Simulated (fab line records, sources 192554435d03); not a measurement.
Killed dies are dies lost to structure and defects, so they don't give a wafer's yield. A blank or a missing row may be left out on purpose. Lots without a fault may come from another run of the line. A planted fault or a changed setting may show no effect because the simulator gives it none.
fab line records | flow n5_finfet
record lots=8 wafers=24 last_day=19
route steps=1938 shown BEOL_M4@1111 BEOL_M9@1418 PASSIVATION@1936
lots that met no fault: from a run of the same line without faults
start_h: hours from the record's first day to the start of the lot's first wafer shown | wait_h: hours since the lot's step before | " the same as in the row above | L1.1+2: a row that stands for several wafers | - no value, or no start given | * or withheld: withheld | < > ~ a bound
route shown NAME@n: a module of which the file shows steps, and the number in the route of the first | usual: mean/standard deviation of fault-free wafers | same: alike in all rows | chamber/n: place in a boat | sites: the reading at each site | _std_site: their standard deviation | _edge_site: outer sites' mean less inner sites' | radius_mm: how far each site lies from the wafer's centre | mask NAME#n: copy n | behind: the tool/chamber that last shaped the wafer | hold: why the lot was held/for how many hours/how that ended | device: the transistor (n, p or np) that didn't switch | end of line: the same wafers' tests at the end of the route | a step without rows: its recipe alone | killed: dies lost to structure and defects at the first sort, not the wafer's yield | map: a wafer's dies, x killed, . not, _ none there
set.NAME: the setting as run; set.NAME@STEP: as run at that earlier step | model.NAME: the simulator's own value behind a step, which no gauge read
steps of the route over a sample of lots; a table a step, a row a wafer
services: from which hour (start_h, from the record's first day; less than 0 if before it) a tool's chamber was out of use, for how many hours, and why
## steps
# step N5_BEOL_M4_RC_MEAS_101
# usual DIBL_N=36.1/1.6 DIBL_P=35.7/1.8 IOFF_N=0.159/0.027 IOFF_P=0.21/0.03 ION_N=673/10 ION_P=462/7.4 SS_N=71.4/0.56 SS_P=73.2/0.61 VT_N=249.7/3 VT_P=-250/3.1
# columns lot.wafer tool chamber start_h wait_h DIBL_N[mV/V] DIBL_P[mV/V] IOFF_N[nA/um] IOFF_P[nA/um] ION_N[uA/um] ION_P[uA/um] SS_N[mV/dec] SS_P[mV/dec] VT_N[mV] VT_P[mV]
L365.2 prober-02 0 233.49 0.2 35.6 36.0 0.159 0.20 684 463 71.0 73.1 247.0 -251
L365.4 " 0 " " 35.1 35.4 0.149 0.19 673 459 71.8 72.8 249.9 -251
L365.6 " 0 " " 37.0 37.4 0.190 0.23 678 464 71.6 73.9 246.2 -249
L366.1 prober-01 0 237.41 0.0 38.7 37.3 0.185 0.24 683 466 71.8 73.4 248.5 -250
L366.2 " 0 " " 37.7 36.7 0.170 0.22 676 463 71.8 74.3 249.2 -248
L366.3 " 0 " " 36.6 34.5 0.151 0.19 654 450 71.3 73.6 253.6 -251
L367.1 prober-02 0 244.78 0.0 36.8 38.0 0.164 0.26 664 462 71.3 73.9 248.3 -246
L367.2 " 0 " " 35.7 36.2 0.139 0.22 675 471 71.6 72.9 252.3 -250
L367.5 " 0 " " 36.5 37.4 0.158 0.25 678 469 70.7 74.2 249.6 -245
L369.1 prober-01 0 255.28 0.0 39.8 39.4 0.213 0.26 686 463 72.4 75.0 248.3 -249
L369.4 " 0 " " 38.1 36.4 0.185 0.20 687 461 71.5 73.2 247.3 -253
L369.6 " 0 " " 38.0 36.1 0.174 0.19 683 456 71.9 73.5 248.9 -253
L374.4 prober-01 0 305.14 0.5 34.9 34.5 0.122 0.17 666 455 71.1 73.3 253.6 -252
L374.5 " 0 " " 35.7 36.9 0.148 0.21 683 467 70.8 73.6 250.6 -250
L374.6 " 0 " " 36.4 37.7 0.163 0.21 683 465 71.6 73.8 250.1 -251
L356.2 prober-02 0 307.72 0.2 35.2 36.1 0.172 0.23 691 479 71.9 73.7 247.3 -247
L356.3 " 0 " " 34.6 35.4 0.143 0.23 664 471 71.3 73.3 251.2 -246
L356.5 " 0 " " 35.8 36.3 0.170 0.24 680 468 71.6 74.1 250.4 -246
L375.1 prober-01 0 309.25 0.0 37.1 36.8 0.195 0.23 678 461 71.9 72.9 247.2 -250
L375.3 " 0 " " 35.3 34.9 0.147 0.19 672 457 71.5 72.3 251.9 -253
L375.6 " 0 " " 36.2 36.0 0.178 0.22 677 463 72.2 72.4 249.4 -250
L376.1 prober-01 0 341.71 0.0 35.2 34.8 0.156 0.22 662 460 71.1 73.1 247.2 -244
L376.3 " 0 " " 34.7 33.7 0.139 0.20 670 468 70.9 72.1 251.6 -245
L376.4 " 0 " " 36.7 36.9 0.201 0.26 694 482 71.0 73.1 243.3 -242
# step N5_BEOL_M9_ETCH_61
# recipe chemistry=CF4 target=SiARC target_depth_a=390 mask_material=CAR-ArF time_s=65 ion_energy_ev=80 pressure_mtorr=40 source_w=545 bias_w=36 Ar_flow_sccm=100 cf4_flow_sccm=100 ends=cleared
# usual bias_w=35.99/0.11 cf4_flow_sccm=100.0/0.34 drypump_motor_current_A=5.5/0.38 etch_rf_on_time_s=65.0/1.5 oes_product_au=0.67/0.071 rf_vpp_V=184.2/1.1 showerhead_plenum_p_Torr=2.16/0.069 throttle_valve_pct=15.73/0.12
# columns lot.wafer tool chamber start_h wait_h bias_w cf4_flow_sccm drypump_motor_current_A etch_rf_on_time_s oes_product_au rf_hours_counter_h rf_vpp_V showerhead_plenum_p_Torr throttle_valve_pct
L366.1 rie_diel-04 2 286.52 0.0 35.96 100.0 5.0 63.2 0.75 40 185.2 2.19 15.71
L366.2 " 1 " " 36.17 100.1 5.0 69.7 0.61 170 184.2 2.23 15.76
L366.3 " 0 " " 35.97 100.2 5.4 64.5 0.62 224 182.7 2.22 15.58
L365.2 rie_diel-04 3 286.77 0.0 36.03 100.1 5.3 65.1 0.81 5 183.7 2.10 15.52
L365.4 " 0 " " 36.02 99.8 5.5 65.1 0.61 224 185.4 2.22 15.59
L365.6 " 1 " " 35.99 100.5 5.0 69.3 0.61 - 183.8 2.23 15.75
L367.1 rie_diel-02 2 293.73 0.0 36.16 100.0 5.7 64.3 0.62 186 184.1 2.21 15.68
L367.2 " 3 " " 35.92 100.4 5.7 63.4 0.75 44 185.1 2.28 15.56
L367.5 " 1 " " 35.84 100.2 6.1 63.1 0.72 - 183.6 2.16 15.86
L369.1 rie_diel-04 3 300.00 0.0 35.90 99.9 5.4 64.9 0.81 9 182.2 2.10 15.52
L369.4 " 0 " " 36.03 100.0 5.5 64.5 0.60 228 184.6 2.22 15.62
L369.6 " 1 " " 35.92 100.4 5.0 69.4 0.61 - 186.2 2.23 15.78
L374.4 rie_diel-02 2 349.94 0.0 36.01 99.9 5.8 64.1 0.61 205 186.1 2.21 15.73
L374.5 " 0 " " 35.92 99.5 5.5 66.3 0.63 - 184.4 2.16 15.85
L374.6 " 3 " " 35.93 99.6 5.7 63.1 0.73 - 184.5 2.28 15.61
L356.2 rie_diel-02 1 350.37 0.0 35.99 99.4 6.0 64.2 0.71 93 185.0 2.16 15.91
L356.3 " 2 " " 35.85 100.0 5.7 63.9 0.61 205 185.6 2.21 15.72
L356.5 " 3 " " 36.04 100.6 5.7 62.2 0.73 - 185.8 2.28 15.60
L375.1 rie_diel-05 0 354.58 0.0 35.92 100.2 5.0 65.4 0.74 42 186.5 2.18 15.75
L375.3 " 1 " " 36.01 99.7 6.2 65.2 0.66 135 183.4 2.14 15.75
L375.6 " 2 " " 36.13 100.2 5.6 65.0 0.60 - 183.2 2.02 15.87
L376.1 rie_diel-04 0 388.51 0.0 36.08 99.7 5.5 64.2 0.86 0 183.4 2.21 15.15
L376.3 " 1 " " 36.17 100.4 5.0 69.6 0.59 201 185.8 2.22 15.83
L376.4 " 2 " " 35.96 100.1 5.0 64.5 0.70 72 183.5 2.17 15.78
# step N5_BEOL_M9_STRIP_67
# recipe chemistry=CF4 resist=SiARC power_w=300 bias_power_w=75 pressure_mtorr=50 cf4_flow_sccm=150 rf_frequency_hz=6e+07
# usual drypump_motor_current_A=5.5/0.38 oes_product_au=0.79/0.078 rf_vpp_V=271.5/1.5 showerhead_plenum_p_Torr=1.81/0.056 throttle_valve_pct=13.69/0.13
# columns lot.wafer tool chamber start_h wait_h drypump_motor_current_A oes_product_au rf_hours_counter_h rf_vpp_V showerhead_plenum_p_Torr throttle_valve_pct
L366.1 rie_diel-04 2 286.72 0.0 4.9 0.85 40 271.2 1.83 13.64
L366.2 " 1 " " 5.0 0.74 170 272.1 1.87 13.77
L366.3 " 0 " " 5.5 0.72 224 273.0 1.86 13.62
L365.2 rie_diel-04 3 286.97 0.0 5.4 0.94 5 270.4 1.76 13.44
L365.4 " 0 " " 5.4 0.71 224 271.6 1.86 13.61
L365.6 " 1 " " 5.0 0.74 - 271.4 1.87 13.76
L367.1 rie_diel-02 2 293.93 0.0 5.7 0.72 186 271.1 1.85 13.67
L367.2 " 3 " " 5.7 0.87 44 273.7 1.91 13.47
L367.5 " 1 " " 6.0 0.83 - 271.5 1.80 13.76
L369.1 rie_diel-04 3 300.20 0.0 5.4 0.94 9 270.9 1.76 13.47
L369.4 " 0 " " 5.5 0.71 228 273.0 1.86 13.63
L369.6 " 1 " " 5.0 0.74 - 271.5 1.87 13.77
L374.4 rie_diel-02 2 350.13 0.0 5.7 0.72 205 271.7 1.84 13.73
L374.5 " 0 " " 5.5 0.74 - 272.0 1.81 13.79
L374.6 " 3 " " 5.8 0.85 - 274.2 1.90 13.50
L356.2 rie_diel-02 1 350.57 0.0 6.0 0.82 93 271.3 1.80 13.82
L356.3 " 2 " " 5.7 0.71 205 272.3 1.84 13.73
L356.5 " 3 " " 5.7 0.84 - 272.9 1.90 13.51
L375.1 rie_diel-05 0 354.78 0.0 5.0 0.87 42 271.1 1.81 13.63
L375.3 " 1 " " 6.2 0.77 135 271.4 1.80 13.72
L375.6 " 2 " " 5.6 0.71 - 268.4 1.70 13.89
L376.1 rie_diel-04 0 388.71 0.0 5.4 1.01 0 273.2 1.85 13.11
L376.3 " 1 " " 5.0 0.72 201 274.7 1.86 13.81
L376.4 " 2 " " 5.0 0.82 72 271.9 1.82 13.71
# step N5_BEOL_M9_INSPECT_30
# recipe mode=adi inspect_instrument=brightfield
# usual raw_defect_count=385/80
# columns lot.wafer tool chamber start_h wait_h raw_defect_count
L366.1 defect_inspect-01 - 287.59 0.1 357
L366.2 " - " " 304
L366.3 " - " " 282
L365.2 defect_inspect-02 - 287.97 0.0 275
L365.4 " - " " 315
L365.6 " - " " 338
L367.1 defect_inspect-02 - 295.82 0.1 392
L367.2 " - " " 403
L367.5 " - " " 363
L369.1 defect_inspect-02 - 302.10 0.1 405
L369.4 " - " " 418
L369.6 " - " " 497
L374.4 defect_inspect-01 - 351.18 0.0 520
L374.5 " - " " 442
L374.6 " - " " 411
L356.2 defect_inspect-02 - 351.96 0.0 363
L356.3 " - " " 372
L356.5 " - " " 451
L375.1 defect_inspect-02 - 357.20 0.1 345
L375.3 " - " " 599
L375.6 " - " " 352
L376.1 defect_inspect-01 - 389.48 0.1 381
L376.3 " - " " 417
L376.4 " - " " 336
# step N5_BEOL_M9_ETCH_65
# recipe chemistry=CF4 target=SiARC target_depth_a=156 mask_material=CAR-EUV time_s=26 ion_energy_ev=80 pressure_mtorr=40 source_w=545 bias_w=36 Ar_flow_sccm=100 cf4_flow_sccm=100 ends=cleared
# usual bias_w=35.98/0.11 cf4_flow_sccm=99.98/0.3 drypump_motor_current_A=5.5/0.4 etch_rf_on_time_s=26.1/0.62 oes_product_au=0.67/0.069 rf_vpp_V=184.2/1.2 showerhead_plenum_p_Torr=2.15/0.073 throttle_valve_pct=15.74/0.1
# columns lot.wafer tool chamber start_h wait_h bias_w cf4_flow_sccm drypump_motor_current_A etch_rf_on_time_s oes_product_au rf_hours_counter_h rf_vpp_V showerhead_plenum_p_Torr throttle_valve_pct
L366.1 rie_diel-05 2 287.96 0.0 - - - - - - - - -
L366.2 " 3 " " - - - - - - - - -
L366.3 " 1 " " - - - - - - - - -
L365.2 rie_diel-05 2 288.39 0.0 - - - - - - - - -
L365.4 " 2 " " - - - - - - - - -
L365.6 " 1 " " - - - - - - - - -
L367.1 rie_diel-04 2 295.90 0.0 - - - - - - - - -
L367.2 " 3 " " - - - - - - - - -
L367.5 " 0 " " - - - - - - - - -
L369.1 rie_diel-04 0 302.19 0.0 36.09 100.51 5.4 26.0 0.60 228 184.0 2.22 15.60
L369.4 " 1 " " 36.23 100.15 5.0 27.8 0.61 175 186.9 2.23 15.77
L369.6 " 3 " " 36.03 99.86 5.4 26.2 0.80 - 183.0 2.10 15.52
L374.4 rie_diel-04 1 351.30 0.0 35.96 99.94 5.0 27.9 0.59 - 185.8 2.22 15.80
L374.5 " 2 " " 35.81 100.00 5.0 25.6 0.71 - 185.2 2.18 15.76
L374.6 " 0 " " 36.06 99.78 5.4 25.7 0.60 - 183.6 2.21 15.64
L356.2 rie_diel-05 1 352.05 0.0 35.91 100.07 6.2 25.9 0.65 134 183.3 2.14 15.74
L356.3 " 2 " " 35.77 100.05 5.7 26.1 0.61 207 182.0 2.02 15.88
L356.5 " 1 " " 35.92 99.75 6.1 26.2 0.65 - 185.4 2.14 15.73
L375.1 rie_diel-05 2 357.29 0.0 35.92 99.90 5.7 25.9 0.61 208 184.7 2.02 15.88
L375.3 " 1 " " 36.23 100.08 6.2 26.1 0.65 136 184.1 2.14 15.74
L375.6 " 1 " " 36.20 99.90 6.2 26.0 0.65 - 183.7 2.14 15.75
L376.1 rie_diel-05 1 389.87 0.0 35.94 99.60 6.2 26.5 0.64 146 183.6 2.14 15.78
L376.3 " 2 " " 36.07 100.02 5.7 26.4 0.60 219 184.3 2.02 15.91
L376.4 " 3 " " 35.97 100.16 5.3 26.9 0.59 234 182.7 2.05 15.84
# step N5_BEOL_M9_ETCH_66
# recipe chemistry=N2/H2 target=SOC target_depth_a=800 overetch_a=160 mask_material=SiARC temp_c=40 time_s=120 ion_energy_ev=200 pressure_mtorr=30 source_w=840 bias_w=150 n2_flow_sccm=200 h2_flow_sccm=200
# usual bias_w=150.1/0.47 chamber_pressure_mTorr=30.003/0.027 drypump_motor_current_A=5.5/0.4 h2_flow_sccm=200.0/0.66 oes_product_au=0.60/0.058 rf_vpp_V=524.0/2.5 showerhead_plenum_p_Torr=2.55/0.091 throttle_valve_pct=17.98/0.2
# columns lot.wafer tool chamber start_h wait_h bias_w chamber_pressure_mTorr drypump_motor_current_A h2_flow_sccm oes_product_au rf_hours_counter_h rf_vpp_V showerhead_plenum_p_Torr throttle_valve_pct
L366.1 rie_diel-05 2 287.99 0.0 150.9 30.006 5.6 200.0 0.27 190 521.1 2.41 18.02
L366.2 " 3 " " 151.1 29.987 5.4 200.4 0.27 205 520.1 2.41 17.71
L366.3 " 1 " " 149.6 30.014 6.2 198.5 0.30 117 526.1 2.57 18.15
L365.2 rie_diel-05 2 288.42 0.0 150.1 30.013 5.7 199.5 0.27 190 521.7 2.41 18.01
L365.4 " 2 " " 149.8 29.968 5.7 200.7 0.27 - 518.8 2.41 18.01
L365.6 " 1 " " 150.6 30.031 6.2 200.9 0.30 - 524.5 2.57 18.16
L367.1 rie_diel-04 2 295.93 0.0 149.6 30.031 5.0 200.2 0.31 43 524.9 2.58 17.80
L367.2 " 3 " " 150.1 30.020 5.4 199.9 0.35 8 522.8 2.51 17.82
L367.5 " 0 " " 150.1 30.017 5.4 200.3 0.27 - 524.8 2.62 17.68
L369.1 rie_diel-04 0 302.22 0.0 150.4 30.027 5.5 200.3 0.55 228 525.8 2.62 17.74
L369.4 " 1 " " 150.3 30.035 5.0 200.4 0.56 175 527.9 2.63 17.89
L369.6 " 3 " " 150.7 30.026 5.4 200.7 0.72 - 522.3 2.51 17.87
L374.4 rie_diel-04 1 351.35 0.0 150.5 29.999 5.0 200.9 0.56 - 525.4 2.62 17.92
L374.5 " 2 " " 150.1 30.000 4.9 198.5 0.64 - 524.0 2.57 17.86
L374.6 " 0 " " 150.2 29.995 5.4 200.0 0.54 - 525.6 2.62 17.75
L356.2 rie_diel-05 1 352.08 0.0 149.5 30.033 6.1 199.9 0.58 134 524.0 2.56 18.25
L356.3 " 2 " " 149.4 30.002 5.7 200.2 0.54 207 519.6 2.41 18.09
L356.5 " 1 " " 150.0 29.995 6.2 200.0 0.59 - 525.0 2.56 18.22
L375.1 rie_diel-05 2 357.32 0.0 149.7 30.060 5.7 200.4 0.54 208 519.2 2.41 18.11
L375.3 " 1 " " 150.3 30.032 6.1 200.2 0.58 136 523.0 2.56 18.24
L375.6 " 1 " " 149.7 30.016 6.2 200.4 0.58 - 524.1 2.56 18.24
L376.1 rie_diel-05 1 389.90 0.0 150.0 29.991 6.2 200.0 0.58 146 524.6 2.56 18.24
L376.3 " 2 " " 150.9 29.924 5.7 199.1 0.54 219 519.5 2.40 18.12
L376.4 " 3 " " 150.5 30.055 5.3 199.3 0.54 234 520.3 2.39 17.81
# step N5_PASSIVATION_PROBE_49
# usual defect_limited_yield=91.0/1.3 killed_at_M0_to_M3=33/10 killed_at_M4_up=14/5.6 killed_at_contacts=12/5.8 killed_at_front_end=43/11 killed_at_other=4.1/2.8 killed_dies=106/15 killed_on_rim=14/3.9 killed_open=70/12 killed_short=34/7.5 sort_bin_5_function=5.3/0.88 sort_bin_6_memory=3.3/0.64 sort_n_pass=1074/15 sort_yield_pct=91.0/1.3
# same gross_dies=1180 killed_at_back_side=0 sort_bin_4_leakage[%]=0 sort_bin_8_speed[%]=0
# columns lot.wafer tool chamber start_h wait_h defect_limited_yield[%] killed_at_M0_to_M3 killed_at_M4_up killed_at_contacts killed_at_front_end killed_at_other killed_dies killed_on_rim killed_open killed_short sort_bin_5_function[%] sort_bin_6_memory[%] sort_n_pass sort_yield_pct[%]
L366.1 prober-01 - 340.72 0.0 0 48 1079 11 37 5 1180 152 87 32 96.1 3.6 0 0
L366.2 prober-01 - 340.77 0.1 0 27 1097 1 49 6 1180 152 65 37 95.8 3.7 0 0
L366.3 prober-01 - 340.82 0.1 0 34 1096 7 36 7 1180 152 60 38 95.9 3.6 0 0
L365.2 prober-01 - 347.35 0.1 0 41 1082 12 41 4 1180 152 65 47 96.9 2.7 0 0
L365.4 prober-01 - 347.45 0.2 0 31 1106 7 34 2 1180 152 57 28 97.6 2.2 0 0
L365.6 prober-01 - 347.55 0.3 0 34 1098 14 28 6 1180 152 54 38 96.2 3.5 0 0
L369.1 prober-01 - 356.70 0.0 91.7 26 12 4 52 4 98 14 62 35 5.5 2.6 1082 91.7
L369.4 prober-01 - 356.85 0.2 90.1 43 24 1 47 2 117 18 69 42 6.0 3.1 1063 90.1
L369.6 prober-01 - 356.95 0.3 91.8 39 13 7 36 2 97 15 67 24 5.1 2.9 1083 91.8
L367.1 prober-02 - 357.25 0.0 0 31 1109 4 34 2 1180 152 59 26 96.9 3.1 0 0
L367.2 prober-02 - 357.30 0.1 0 43 1088 5 41 3 1180 152 73 34 95.9 3.8 0 0
L367.5 prober-02 - 357.45 0.2 0 35 1100 7 33 5 1180 152 59 37 97.4 2.2 0 0
L374.4 prober-02 - 407.32 0.2 90.4 51 9 6 43 4 113 17 63 49 5.3 4.0 1067 90.4
L374.5 prober-02 - 407.37 0.2 89.9 42 24 7 42 4 119 15 82 37 6.7 3.1 1061 89.9
L374.6 prober-02 - 407.42 0.3 91.4 32 14 9 45 2 102 11 68 33 5.7 2.8 1078 91.4
L356.2 prober-01 - 408.11 0.1 91.4 18 15 12 55 1 101 19 58 41 5.3 2.7 1079 91.4
L356.3 prober-01 - 408.16 0.1 89.7 23 19 14 62 3 121 17 77 43 5.8 3.9 1059 89.7
L356.5 prober-01 - 408.26 0.2 90.8 21 18 10 58 1 108 17 65 42 5.4 3.3 1072 90.8
L375.1 prober-02 - 416.18 0.0 91.2 22 26 12 35 9 104 13 70 33 4.9 3.6 1076 91.2
L375.3 prober-02 - 416.28 0.1 89.5 21 26 20 49 8 124 20 82 42 6.6 3.6 1056 89.5
L375.6 prober-02 - 416.43 0.3 93.5 31 8 8 25 5 77 8 45 31 3.6 2.5 1103 93.5
L376.1 prober-01 - 449.96 0.0 91.0 40 7 18 36 5 106 14 65 39 5.3 3.1 1074 91.0
L376.3 prober-01 - 450.06 0.1 93.5 27 9 5 30 6 77 11 47 25 4.2 2.0 1103 93.5
L376.4 prober-01 - 450.11 0.2 91.8 32 12 22 28 3 97 12 68 27 4.8 3.1 1083 91.8
# killed by level:class
L366.1 BEOL_M9:area_etch=1061 BEOL_M0_SAQP:geometric_particle:open=14 FIN_SAQP:geometric_particle:open=11 MOL_CONTACT_COAG:geometric_particle:open=10 BEOL_M3:geometric_particle:open=9 BEOL_M1:geometric_particle:open=7 STI_FIN_REVEAL:geometric_particle:open=6 BEOL_M0_SAQP:geometric_particle:short=6
L366.2 BEOL_M9:area_etch=1078 BEOL_M0_SAQP:geometric_particle:short=13 STI_FIN_REVEAL:geometric_particle:open=12 FIN_SAQP:geometric_particle:short=11 FIN_SAQP:geometric_particle:open=8 BEOL_M4:geometric_particle:open=8 DUMMY_GATE:geometric_particle:open=7 BEOL_M0_SAQP:geometric_particle:open=5
L366.3 BEOL_M9:area_etch=1081 BEOL_M0_SAQP:geometric_particle:open=14 BEOL_M0_SAQP:geometric_particle:short=13 FIN_SAQP:geometric_particle:short=8 BEOL_M4:geometric_particle:open=7 STI_FIN_REVEAL:geometric_particle:open=6 MOL_CONTACT_COAG:geometric_particle:open=6 FIN_SAQP:geometric_particle:open=4
L365.2 BEOL_M9:area_etch=1066 BEOL_M0_SAQP:geometric_particle:open=13 BEOL_M0_SAQP:geometric_particle:short=12 STI_FIN_REVEAL:geometric_particle:open=11 MOL_CONTACT_COAG:geometric_particle:open=9 FIN_SAQP:geometric_particle:short=8 BEOL_M4:geometric_particle:open=5 BEOL_M1:geometric_particle:open=4
L365.4 BEOL_M9:area_etch=1094 BEOL_M0_SAQP:geometric_particle:short=10 STI_FIN_REVEAL:geometric_particle:open=9 FIN_SAQP:geometric_particle:open=6 MOL_CONTACT_COAG:geometric_particle:open=6 BEOL_M3:geometric_particle:open=6 BEOL_M0_SAQP:geometric_particle:open=5 FIN_SAQP:geometric_particle:short=4
L365.6 BEOL_M9:area_etch=1086 BEOL_M0_SAQP:geometric_particle:short=11 MOL_CONTACT_COAG:geometric_particle:open=9 BEOL_M0_SAQP:geometric_particle:open=7 BEOL_M4:geometric_particle:open=6 STARTING-WAFER:geometric_particle:short=6 STI_FIN_REVEAL:geometric_particle:open=5 FIN_SAQP:geometric_particle:open=4
L369.1 FIN_SAQP:geometric_particle:open=12 STI_FIN_REVEAL:geometric_particle:open=12 FIN_SAQP:geometric_particle:short=10 STI_FIN_REVEAL:geometric_particle:short=7 BEOL_M1:geometric_particle:open=5 BEOL_M0_SAQP:geometric_particle:open=4 BEOL_M0:geometric_particle:open=4 BEOL_M1:geometric_particle:short=4
L369.4 BEOL_M4:geometric_particle:open=12 BEOL_M3:geometric_particle:open=11 STI_FIN_REVEAL:geometric_particle:open=9 FIN_SAQP:geometric_particle:short=8 BEOL_M0_SAQP:geometric_particle:short=7 BEOL_M0_SAQP:geometric_particle:open=7 BEOL_M1:geometric_particle:open=6 BEOL_M4:geometric_particle:short=5
L369.6 DUMMY_GATE:geometric_particle:open=9 BEOL_M1:geometric_particle:open=9 BEOL_M3:geometric_particle:open=8 FIN_SAQP:geometric_particle:open=7 STI_FIN_REVEAL:geometric_particle:open=7 MOL_CONTACT_COAG:geometric_particle:open=6 BEOL_M0_SAQP:geometric_particle:open=6 BEOL_M0_SAQP:geometric_particle:short=4
L367.1 BEOL_M9:area_etch=1091 BEOL_M4:geometric_particle:open=11 STI_FIN_REVEAL:geometric_particle:open=8 BEOL_M0_SAQP:geometric_particle:short=8 BEOL_M0_SAQP:geometric_particle:open=6 BEOL_M2:geometric_particle:open=5 FIN_SAQP:geometric_particle:short=4 MOL_CONTACT_COAG:geometric_particle:open=4
L367.2 BEOL_M9:area_etch=1070 BEOL_M4:geometric_particle:open=12 BEOL_M3:geometric_particle:open=11 STI_FIN_REVEAL:geometric_particle:open=10 FIN_SAQP:geometric_particle:short=9 BEOL_M0_SAQP:geometric_particle:short=7 BEOL_M0_SAQP:geometric_particle:open=7 BEOL_M1:geometric_particle:open=7
L367.5 BEOL_M9:area_etch=1084 BEOL_M4:geometric_particle:open=12 BEOL_M0_SAQP:geometric_particle:short=11 STI_FIN_REVEAL:geometric_particle:open=10 BEOL_M0_SAQP:geometric_particle:open=10 MOL_CONTACT_COAG:geometric_particle:open=5 STI_FIN_REVEAL:geometric_particle:short=4 BEOL_M2:geometric_particle:open=4
L374.4 BEOL_M0_SAQP:geometric_particle:short=20 FIN_SAQP:geometric_particle:short=14 STI_FIN_REVEAL:geometric_particle:open=10 BEOL_M1:geometric_particle:open=9 FIN_SAQP:geometric_particle:open=8 BEOL_M0_SAQP:geometric_particle:open=7 BEOL_M2:geometric_particle:open=6 BEOL_M3:geometric_particle:open=6
L374.5 BEOL_M4:geometric_particle:open=16 BEOL_M0_SAQP:geometric_particle:short=10 BEOL_M2:geometric_particle:open=9 FIN_SAQP:geometric_particle:open=8 BEOL_M1:geometric_particle:open=8 MOL_CONTACT_COAG:geometric_particle:open=7 FIN_SAQP:geometric_particle:short=6 DUMMY_GATE:geometric_particle:open=6
L374.6 STI_FIN_REVEAL:geometric_particle:open=17 MOL_CONTACT_COAG:geometric_particle:open=9 BEOL_M0_SAQP:geometric_particle:short=9 BEOL_M3:geometric_particle:open=8 FIN_SAQP:geometric_particle:short=7 FIN_SAQP:geometric_particle:open=7 BEOL_M0_SAQP:geometric_particle:open=6 BEOL_M4:geometric_particle:open=6
L356.2 FIN_SAQP:geometric_particle:open=14 FIN_SAQP:geometric_particle:short=13 MOL_CONTACT_COAG:geometric_particle:open=7 GATE_CUT:geometric_particle:open=6 STARTING-WAFER:geometric_particle:short=5 BEOL_M0_SAQP:geometric_particle:short=5 STI_FIN_REVEAL:geometric_particle:open=4 MOL_CONTACT_COAG:geometric_particle:short=4
L356.3 STI_FIN_REVEAL:geometric_particle:open=12 FIN_SAQP:geometric_particle:open=10 MOL_CONTACT_COAG:geometric_particle:open=10 FIN_SAQP:geometric_particle:short=7 DUMMY_GATE:geometric_particle:open=7 GATE_CUT:geometric_particle:short=6 BEOL_M2:geometric_particle:open=6 BEOL_M5:geometric_particle:open=5
L356.5 FIN_SAQP:geometric_particle:short=12 MOL_CONTACT_COAG:geometric_particle:open=8 STARTING-WAFER:geometric_particle:open=8 FIN_SAQP:geometric_particle:open=7 DUMMY_GATE:geometric_particle:open=7 BEOL_M3:geometric_particle:open=6 BEOL_M0_SAQP:geometric_particle:short=5 BEOL_M4:geometric_particle:open=5
L375.1 BEOL_M4:geometric_particle:open=12 MOL_CONTACT_COAG:geometric_particle:open=10 BEOL_M0_SAQP:geometric_particle:open=7 BEOL_M2:geometric_particle:open=7 FIN_SAQP:geometric_particle:short=6 FIN_SAQP:geometric_particle:open=6 STI_FIN_REVEAL:geometric_particle:open=5 BEOL_M4:geometric_particle:short=5
L375.3 MOL_CONTACT_COAG:geometric_particle:open=18 FIN_SAQP:geometric_particle:open=11 STI_FIN_REVEAL:geometric_particle:open=11 FIN_SAQP:geometric_particle:short=8 BEOL_M4:geometric_particle:open=8 BEOL_M2:geometric_particle:open=7 GATE_CUT:geometric_particle:short=6 DUMMY_GATE:geometric_particle:open=5
L375.6 BEOL_M0_SAQP:geometric_particle:open=11 BEOL_M0_SAQP:geometric_particle:short=9 MOL_CONTACT_COAG:geometric_particle:open=6 FIN_SAQP:geometric_particle:short=4 STI_FIN_REVEAL:geometric_particle:short=4 BEOL_M3:geometric_particle:open=4 STI_FIN_REVEAL:geometric_particle:open=3 DUMMY_GATE:geometric_particle:open=3
L376.1 BEOL_M0_SAQP:geometric_particle:short=13 MOL_CONTACT_COAG:geometric_particle:open=12 FIN_SAQP:geometric_particle:open=9 BEOL_M0_SAQP:geometric_particle:open=8 BEOL_M2:geometric_particle:open=6 MOL_CONTACT_COAG:geometric_particle:short=6 BEOL_M3:geometric_particle:open=6 FIN_SAQP:geometric_particle:short=5
L376.3 STI_FIN_REVEAL:geometric_particle:open=13 BEOL_M1:geometric_particle:open=8 BEOL_M0_SAQP:geometric_particle:open=7 FIN_SAQP:geometric_particle:short=5 MOL_CONTACT_COAG:geometric_particle:open=5 BEOL_M0_SAQP:geometric_particle:short=5 BEOL_M3:geometric_particle:short=4 BEOL_M8:geometric_particle:open=4
L376.4 MOL_CONTACT_COAG:geometric_particle:open=20 BEOL_M0_SAQP:geometric_particle:short=7 BEOL_M0_SAQP:geometric_particle:open=7 STI_FIN_REVEAL:geometric_particle:open=5 DUMMY_GATE:geometric_particle:open=5 BEOL_M3:geometric_particle:open=5 BEOL_M4:geometric_particle:open=5 FIN_SAQP:geometric_particle:short=4
## services
# columns tool chamber start_h hours kind
rie_diel-05 3 263.47 13.5 repair
rie_diel-02 3 294.20 9.6 repair
rie_diel-04 3 330.35 22.4 repair
rie_diel-04 0 370.65 - clean
rie_diel-04 0 370.65 - consumable_replace:focus_ring
rie_diel-04 0 370.65 17.5 scheduled_down
rie_diel-04 0 370.65 17.5 vent_cycle
rie_diel-02 0 375.55 2.3 repair
## key
first_sign step=N5_BEOL_M9_ETCH_65 reading=tool_record direction=missing
effect step=N5_BEOL_M9_ETCH_66 reading=oes_product_au direction=down sigmas=5.3 usual=0.60 struck=0.29
effect step=N5_PASSIVATION_PROBE_49 reading=killed_at_M4_up direction=up sigmas=99+ usual=14 struck=1095
more_kills_born_at N5_BEOL_M9_ETCH_65@rie_diel-05=6466 N5_BEOL_M9_ETCH_65@rie_diel-04=3245
met_at N5_BEOL_M9_ETCH_65
struck_lots L365,L366,L367
later_rows_left_out L365.2,L365.4,L365.6,L366.1,L366.2,L366.3,L367.1,L367.2,L367.5
not_acting_at N5_BEOL_M9_ETCH_61,N5_BEOL_M9_STRIP_67,N5_BEOL_M9_INSPECT_30
fault kind=skipped_step_whole tool=rie_diel-04,rie_diel-05 chamber=- onset_h=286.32 steps=N5_BEOL_M9_ETCH_65 scope=struck_lots_only
# later_rows_left_out: the simulator's readings of these wafers behind a module that went badly wrong aren't trusted and aren't shown, but for the sort
